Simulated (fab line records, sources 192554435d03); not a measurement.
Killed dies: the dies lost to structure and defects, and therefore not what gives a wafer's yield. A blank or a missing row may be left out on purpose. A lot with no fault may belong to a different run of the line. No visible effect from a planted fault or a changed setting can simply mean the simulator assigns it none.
3 desks, one fault / flow n5 finfet / each desk holds nothing but its own numbers, with what lay behind them at the end

== AT THE TOOL OWNER'S DESK: rie diel-05 ==
The tool's own readings at N5_PMOS_HMC_CHANNEL_EPI_HM_OPEN_15 (chemistry CHF3/O2, target SiO2, target depth 40.6 nm, time 20.3 s): means of the sampled wafers that have a number, for each lot that ran on this tool. If a lot's mean is further than 4 standard deviations from the usual mean, the lot is out of limits and carries the mark OUT (the distance appears in the brackets).
Columns: A = drypump motor current A at N5_PMOS_HMC_CHANNEL_EPI_HM_OPEN_15, usual 5.9 A; B = mfc ar sccm at N5_PMOS_HMC_CHANNEL_EPI_HM_OPEN_15, usual 200.0 sccm; C = oes_f_703_au at N5_PMOS_HMC_CHANNEL_EPI_HM_OPEN_15, usual 0.80 a.u.; D = oes product au at N5_PMOS_HMC_CHANNEL_EPI_HM_OPEN_15, usual 0.79 a.u.; E = rf vpp V at N5_PMOS_HMC_CHANNEL_EPI_HM_OPEN_15, usual 517 V; F = showerhead plenum p Torr at N5_PMOS_HMC_CHANNEL_EPI_HM_OPEN_15, usual 2.39 Torr; G = throttle valve pct at N5_PMOS_HMC_CHANNEL_EPI_HM_OPEN_15, usual 18.82 %
lot=L388; first seen here=day 2 06:46; A=5.8; B=199.8; C=0.90; D=0.90; E=517; F=2.42; G=18.58
lot=L392; first seen here=day 3 09:36; A=5.6; B=199.5; C=0.91; D=0.93; E=528; F=2.45; G=18.41
lot=L398; first seen here=day 4 17:57; A=5.5; B=200.6; C=0.79; D=0.61; E=522; F=2.47; G=18.79
lot=L400; first seen here=day 5 05:28; A=5.9; B=199.6; C=0.86; D=0.81; E=516; F=2.41; G=18.61
This desk's finding: nothing out of limits on any of the 4 lots.

== AT THE METROLOGY DESK ==
Means of the sampled wafers that have a number, per lot and without regard to the tool the lot ran on: this is what the gauges read. If a lot's mean is further than 4 standard deviations from the usual mean, the lot is out of limits and carries the mark OUT (the distance appears in the brackets). It has 10 readings; the 7 that lie furthest out on some lot are the ones shown.
Columns: A = DIBL_N at N5_BEOL_M4_RC_MEAS_101, usual 37.3 mV/V; B = DIBL_P at N5_BEOL_M4_RC_MEAS_101, usual 37.4 mV/V; C = IOFF_N at N5_BEOL_M4_RC_MEAS_101, usual 0.18 nA/um; D = IOFF_P at N5_BEOL_M4_RC_MEAS_101, usual 0.25 nA/um; E = SS_N at N5_BEOL_M4_RC_MEAS_101, usual 71.8 mV/dec; F = SS_P at N5_BEOL_M4_RC_MEAS_101, usual 73.6 mV/dec; G = VT_N at N5_BEOL_M4_RC_MEAS_101, usual 248 mV
lot=L387; first seen here=day 8 14:34; A=36.8; B=37.0; C=0.16; D=0.26; E=71.8; F=73.8; G=248
lot=L389; first seen here=day 8 21:13; A=34.8; B=35.4; C=0.13; D=0.19; E=71.5; F=72.1; G=253
lot=L388; first seen here=day 8 21:56; A=34.5; B=34.1; C=0.14; D=0.21; E=71.0; F=73.2; G=251
lot=L390; first seen here=day 8 22:00; A=37.6; B=37.3; C=0.19; D=0.26; E=71.8; F=73.8; G=249
lot=L392; first seen here=day 9 22:19; A=34.6; B=33.6; C=0.13; D=0.21; E=70.8; F=74.0; G=250
lot=L400; first seen here=day 11 02:22; A=38.2; B=38.9; C=0.18; D=0.26; E=72.2; F=73.8; G=248
lot=L404; first seen here=day 12 10:14; A=37.9; B=37.9; C=0.18; D=0.22; E=71.9; F=73.4; G=247
lot=L409; first seen here=day 13 13:46; A=36.7; B=35.3; C=0.17; D=0.26; E=71.3; F=73.1; G=248
This desk's finding: nothing out of limits on any of the 8 lots.

== THE DEFECT DESK ==
Inspection counts along the route, by lot: the mean over sampled wafers that carry a number. If a lot's mean is further than 4 standard deviations from the usual mean, the lot is out of limits and carries the mark OUT (the distance appears in the brackets).
Columns: A = raw defect count at N5_PASSIVATION_INSPECT_67, usual 2.0
lot=L389; first seen here=day 12 14:47; A=2.3
lot=L387; first seen here=day 12 19:35; A=2.0
lot=L390; first seen here=day 13 02:20; A=0.3
lot=L388; first seen here=day 13 02:41; A=1.7
lot=L392; first seen here=day 13 22:44; A=1.3
lot=L400; first seen here=day 15 11:37; A=2.0
lot=L404; first seen here=day 16 14:08; A=1.7
lot=L409; first seen here=day 17 16:19; A=1.7
This desk's finding: nothing out of limits on any of the 8 lots.

== BROUGHT TOGETHER ==
The tool owner's desk saw nothing out of limits.
At the metrology desk, nothing out of limits was observed.
No out-of-limits result turned up at the defect desk.

== WHAT THE SIMULATOR PUT IN ==
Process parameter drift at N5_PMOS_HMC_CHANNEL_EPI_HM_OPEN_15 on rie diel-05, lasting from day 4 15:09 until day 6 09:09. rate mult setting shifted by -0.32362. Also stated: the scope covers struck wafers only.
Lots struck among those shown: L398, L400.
